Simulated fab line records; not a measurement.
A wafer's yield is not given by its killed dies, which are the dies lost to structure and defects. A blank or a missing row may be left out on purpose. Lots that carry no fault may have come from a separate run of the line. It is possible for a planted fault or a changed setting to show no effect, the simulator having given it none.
Comparing a struck lot with a sound one + flow n5Finfet + 22 steps out of a route of 1938
Sound: the wafers L378.2, L378.3, L378.5. Wafers struck: L382.2, L382.4, L382.5. At the end, the cause is stated.
Per side, at each step with rows, come the tool, then ch with its chambers, and then its first start. Under that, the readings that differ: sound wafers + struck wafers + difference of the means + sigmas: that difference in standard deviations of wafers without a fault.
alike: readings with means less than 2 such deviations apart, plus words and numbers identical on both sides. not compared: withheld readings, readings lacking a value on some wafer, bounds such as >300 that could conceal the same value, and numbers that have no deviation in the record and whose values overlap.
Wherever a step has rows on one side only, a row that says differs or no value, or a row with sigmas, the two part there. Non-overlapping numbers with no deviation appear without sigmas and do not part them. A reading that every wafer of one side lacks parts them only if that side has two wafers or more.

first, 11 steps without rows for these wafers: N5_MOL_CONTACT_COAG_STRIP_93 (strips in N2/H2); N5_MOL_CONTACT_COAG_ETCHBACK_135 (etches SiO2 in CHF3, target depth 25 nm, time 16.7 s); N5_MOL_CONTACT_COAG_STRIP_118 (strips in CHF3); N5_MOL_CONTACT_COAG_VIA_ETCH_46 (etches SiO2 in C4F6/O2, target depth 46 nm, overetch 9.2 nm, time 40 s); N5_MOL_CONTACT_COAG_STRIP_96 (strips in N2/H2); N5_MOL_CONTACT_COAG_ETCH_47 (etches SiNx in CH3F/O2, stops on W, target depth 27 nm); N5_MOL_CONTACT_COAG_STRIP_119 (strips in N2/H2, time 30 s); N5_MOL_CONTACT_COAG_PRECLEAN_144 (cleans in alkaline clean, time 60 s); N5_MOL_CONTACT_COAG_SRD_145 (time 30 s); N5_MOL_CONTACT_COAG_COAT_62 (time 60 s, resist thk 60 nm); N5_MOL_CONTACT_COAG_COAT_63 (time 60 s, resist thk 10 nm).
N5_MOL_CONTACT_COAG_COAT_64: time 60 s, resist thk 10 nm.
  sound on lithoTrack-04 ch 0, day 7 20:44; struck on lithoTrack-04 ch 0, day 8 22:13
| reading            | sound                | struck               | difference | sigmas |
|--------------------|----------------------|----------------------|------------|--------|
| spinSpeedRpm (rpm) | 1499.9 1497.7 1499.6 | 1445.9 1445.6 1446.4 | -53.1      | -48    |
then, 7 steps without rows for these wafers: N5_MOL_CONTACT_COAG_COAT_34 (resist thk 40 nm); N5_MOL_CONTACT_COAG_EBR_36; N5_MOL_CONTACT_COAG_SOFTBAKE_35 (time 60 s); N5_MOL_CONTACT_COAG_EXPOSE_37 (exposes mask VD, defocus 0 nm); N5_MOL_CONTACT_COAG_PEB_38 (peb time 60 s); N5_MOL_CONTACT_COAG_DEVELOP_39 (develop time 30 s); N5_MOL_CONTACT_COAG_DESCUM_45 (chemistry O2, time 7 s).
N5_MOL_CONTACT_COAG_ETCH_65: etches underlayer in N2/H2, target depth 13 nm, time 10.4 s.
  sound on rieDiel-04 ch 2,3, day 7 21:11; struck on rieDiel-04 ch 0,2,3, day 8 22:56
| reading                 | sound             | struck            | difference | sigmas |
|-------------------------|-------------------|-------------------|------------|--------|
| model.etch.depthNm (nm) | 10.07 10.01 10.06 | 10.18 10.21 10.19 | +0.15      |        |
  alike: drypumpMotorCurrentA, etchRfOnTimeS, n2FlowSccm, oesProductAu, rfFwdPowerW, rfVppV, showerheadPlenumPTorr, throttleValvePct
  not compared: rfHoursCounterH
then, 1 step without rows for these wafers: N5_MOL_CONTACT_COAG_ETCH_66 (etches SiARC in CF4, target depth 13 nm, time 21.7 s).
-- the record jumps here: 5 days lie between the struck wafers' starts before and after (it left off in module MOL_CONTACT_COAG and takes up again in module BEOL_M4, whose first step shown is number 1111 of the route) --
N5_BEOL_M4_RC_MEAS_101:
  sound on prober-02 ch 0, day 12 12:58; struck on prober-01 ch 0, day 14 05:50
| reading        | sound             | struck            | difference | sigmas |
|----------------|-------------------|-------------------|------------|--------|
| IOFF_N (nA/um) | 0.117 0.126 0.185 | 0.184 0.182 0.226 | +0.055     | +2     |
| SS_N (mV/dec)  | 70.1 70.9 71.2    | 71.8 72.7 72.9    | +1.7       | +3     |
  alike: DIBL_N, DIBL_P, IOFF_P, ION_N, ION_P, SS_P, VT_N, VT_P

== WHERE THEY PART ==
Earliest at N5_MOL_CONTACT_COAG_COAT_64; latest, in this record, at N5_BEOL_M4_RC_MEAS_101.

WHY: what the simulator had put in
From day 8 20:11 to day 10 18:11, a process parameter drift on lithoTrack-04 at N5_MOL_CONTACT_COAG_COAT_64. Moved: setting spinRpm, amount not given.
